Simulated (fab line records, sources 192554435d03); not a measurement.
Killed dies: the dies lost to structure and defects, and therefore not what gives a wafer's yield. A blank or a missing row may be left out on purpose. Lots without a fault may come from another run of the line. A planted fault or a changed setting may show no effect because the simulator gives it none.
Struck lot and sound lot, side by side + flow n5Finfet + 15 steps out of a route of 1938
Sound: these wafers, L111.1, L111.2, L111.6. Wafers struck: L114.2, L114.4, L114.5. The cause is given at the end.
Per side, at each step with rows, come the tool, then ch with its chambers, and then its first start. Under that, the readings that differ: sound wafers + struck wafers + difference of the means + sigmas: that difference in standard deviations of wafers without a fault.
alike: words and numbers the same on both sides, and readings whose means are apart by under 2 such deviations; not compared: readings that were withheld, readings missing a value for some wafer, numbers with overlapping values and no deviation given by the record, and bounds like >300 which may hide the same value.
The two part at a step that has a row with sigmas, a row that says differs or no value, or rows on one side only. When numbers do not overlap yet have no deviation, they are printed without sigmas and do not part them. Lack of a reading on every wafer of one side parts them only where that side has two or more wafers.

first, 6 steps without rows for these wafers: N5_PASSIVATION_EBR_26; N5_PASSIVATION_SOFTBAKE_25 (time 90 s); N5_PASSIVATION_EXPOSE_27 (exposes mask PAD, defocus 0 nm); N5_PASSIVATION_PEB_28; N5_PASSIVATION_DEVELOP_29 (develop time 60 s); N5_PASSIVATION_HARDBAKE_31 (time 120 s).
N5_PASSIVATION_CD_MEAS_30: the cd target is 4000 nm.
  sound on cdSem-02 ch 0, day 11 19:28; struck on cdSem-03 ch 0, day 12 12:13
  alike: cdNm
N5_PASSIVATION_OVL_MEAS_63:
  sound on overlay-02 ch 0, day 11 19:29; struck on overlay-02 ch 0, day 12 12:15
  alike: PAD_OVL
N5_PASSIVATION_INSPECT_64: inspects for defects (macro).
  sound on defectInspect-01, day 11 19:31; struck on defectInspect-02, day 12 12:17
  alike: rawDefectCount
N5_PASSIVATION_DESCUM_32: chemistry O2, time 7.9 s.
  sound on rieDiel-03 ch 2,3, day 11 19:33; struck on rieDiel-02 ch 0,1,2, day 12 12:19
| reading              | sound             | struck            | difference | sigmas |
|----------------------|-------------------|-------------------|------------|--------|
| throttleValvePct (%) | 20.14 20.22 20.14 | 20.96 20.62 20.52 | +0.53      | +2     |
  alike: biasPowerW, drypumpMotorCurrentA, oesProductAu, rfVppV, showerheadPlenumPTorr
  not compared: rfHoursCounterH
N5_PASSIVATION_AL_ETCH_33: etches Al in Cl2/BCl3, stops on TaN, target depth 2800 nm, time 466.7 s.
  sound on rieMetal-01 ch 0,1, day 11 19:38; struck on rieMetal-02 ch 0,1, day 12 12:24
  alike: drypumpMotorCurrentA, oesProductAu, throttleValvePct
  not compared: rfHoursCounterH
N5_PASSIVATION_ETCH_59: etches TaN in Cl2/BCl3, target depth 65 nm, time 34.9 s.
  sound on rieMetal-01 ch 0,1, day 11 20:02; struck on rieMetal-02 ch 0,1, day 12 12:48
  alike: drypumpMotorCurrentA, oesProductAu, throttleValvePct
  not compared: rfHoursCounterH
N5_PASSIVATION_STRIP_34: strips in O2.
  sound on rieDiel-06 ch 1,2, day 11 20:09; struck on rieDiel-03 ch 0,1,2, day 12 12:55
  no value came back on the struck wafers for any of 7 readings (biasPowerW (W), chamberPressureMTorr (mTorr) and others); on the sound wafers biasPowerW (W) reads 0 0 0
  not compared: rfHoursCounterH
then, 1 step without rows for these wafers: N5_PASSIVATION_STRIP_51 (strips in post etch residue remover, time 1200 s).
N5_PASSIVATION_PROBE_49:
  sound on prober-02, day 12 00:28; struck on prober-02, day 12 17:19
  alike: defectLimitedYield, killed_at_M0_to_M3, killed_at_M4_up, killedAtContacts, killedAtFrontEnd, killedAtOther, killedDies, killedOpen, killedShort, sort_bin_4_leakage, sort_bin_5_function, sort_bin_6_memory, sort_bin_8_speed, sortNPass, sortYieldPct

## WHERE THEY PART
At N5_PASSIVATION_DESCUM_32 first; at N5_PASSIVATION_STRIP_34 last (within this record only). Later steps at which nothing parts them and some readings are alike: N5_PASSIVATION_PROBE_49.

WHY: what had been put in by the simulator
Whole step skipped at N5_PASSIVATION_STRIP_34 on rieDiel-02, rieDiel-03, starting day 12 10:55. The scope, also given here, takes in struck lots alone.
